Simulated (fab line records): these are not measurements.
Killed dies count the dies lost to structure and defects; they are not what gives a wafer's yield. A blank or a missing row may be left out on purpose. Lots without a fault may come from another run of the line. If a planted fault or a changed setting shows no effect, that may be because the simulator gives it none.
Which of the tools did it? + flow nandHarc + 33 wafers from 11 lots sampled at 4 of the route's 1302 steps

## WHAT EACH GAUGE READ, for each wafer
NHARC_A_CONTACT_CD_MEAS_69: the cd target is 300 nm.
| lot  | measured     | on       | cdNm (nm)         |
|------|--------------|----------|-------------------|
| L075 | day 21 06:42 | cdSem-03 | 299.4 299.5 300.3 |
| L076 | day 21 23:40 | cdSem-02 | 299.4 300.1 300.2 |
| L077 | day 23 04:30 | cdSem-01 | 299.3 299.1 299.0 |
| L081 | day 24 09:14 | cdSem-03 | 299.2 299.6 299.9 |
| L083 | day 25 01:59 | cdSem-03 | 299.7 299.6 299.8 |
| L087 | day 26 05:32 | cdSem-02 | 300.0 300.3 300.1 |
| L089 | day 26 14:19 | cdSem-03 | 299.7 299.7 299.8 |
| L090 | day 26 21:40 | cdSem-03 | 299.5 300.0 300.0 |
| L091 | day 28 06:44 | cdSem-02 | 300.0 299.2 300.3 |
| L094 | day 29 08:05 | cdSem-03 | 299.2 299.3 299.2 |
| L095 | day 30 01:06 | cdSem-01 | 299.9 299.3 299.0 |

## EACH LOT AND THE TOOL THAT RAN IT (in order: tool; ch and the chambers of the sampled wafers; start)
| lot  | NHARC_A_SLIT_ETCH_24              | NHARC_A_SLIT_ETCH_29              | NHARC_A_CONTACT_ETCH_118           |
|------|-----------------------------------|-----------------------------------|------------------------------------|
| L075 | rieDiel-03 ch 0,2,3, day 19 00:58 | rieDiel-10 ch 2,3, day 19 08:50   | harCapEtch-02 ch 0,1, day 20 21:14 |
| L076 | rieDiel-05 ch 1,2,3, day 20 00:59 | rieDiel-03 ch 0,3, day 20 06:57   | harCapEtch-01 ch 1, day 21 16:37   |
| L077 | rieDiel-03 ch 1,2, day 21 02:02   | rieDiel-03 ch 0,2, day 21 07:40   | harCapEtch-02 ch 0,1, day 22 19:20 |
| L081 | rieDiel-10 ch 0,2,3, day 22 07:45 | rieDiel-05 ch 0,3, day 22 14:44   | harCapEtch-03 ch 0,1, day 24 01:25 |
| L083 | rieDiel-03 ch 0,2,3, day 22 18:31 | rieDiel-10 ch 1,2,3, day 23 03:04 | harCapEtch-03 ch 0,1, day 24 15:58 |
| L087 | rieDiel-05 ch 0,1,3, day 24 00:02 | rieDiel-10 ch 0,1,2, day 24 05:44 | harCapEtch-03 ch 0,1, day 25 19:28 |
| L089 | rieDiel-03 ch 0,2, day 24 08:43   | rieDiel-10 ch 0,1,3, day 24 14:28 | harCapEtch-01 ch 0,1, day 26 03:49 |
| L090 | rieDiel-03 ch 2,3, day 24 20:28   | rieDiel-03 ch 0,3, day 25 02:32   | harCapEtch-03 ch 0,1, day 26 14:23 |
| L091 | rieDiel-05 ch 0,1,2, day 26 04:57 | rieDiel-10 ch 0,1,2, day 26 10:38 | harCapEtch-01 ch 0,1, day 27 21:19 |
| L094 | rieDiel-03 ch 0,2,3, day 27 10:16 | rieDiel-10 ch 0,1,2, day 27 15:59 | harCapEtch-03 ch 0,1, day 29 01:15 |
| L095 | rieDiel-03 ch 1,3, day 27 21:44   | rieDiel-03 ch 2,3, day 28 05:10   | harCapEtch-02 ch 0,1, day 29 15:31 |
- NHARC_A_SLIT_ETCH_24: etches the open film in CF4/CHF3, target depth 121 nm, time 60.5 s.
- NHARC_A_SLIT_ETCH_29: etches the open film in CF4/O2, target depth 100 nm, overetch 10 nm, time 55 s.
- NHARC_A_CONTACT_ETCH_118: etches the open film in C4F8/O2/Ar, time 190 s, target depth 1850 nm.

## THE ANSWER, worked out from the rows above alone
Rule: the lots themselves supply what counts as usual. The widest of any qualifying gaps counts: lots, ordered by their means at a reading, are off when they make up no more than a third of the lots, leave a main group of 4 or more, and stand apart from it by 3 or more times the standard deviation of that group's means. A main group whose means are all the same, to the digits that the tables above print for the reading, isn't used. A lot without any number at a reading at which 4 lots or more have one is off too. All remaining lots with rows at the step are treated as sound.
No lot is off at any reading shown: from this, nothing can be told.

## WHAT HAD BEEN PUT IN BY THE SIMULATOR
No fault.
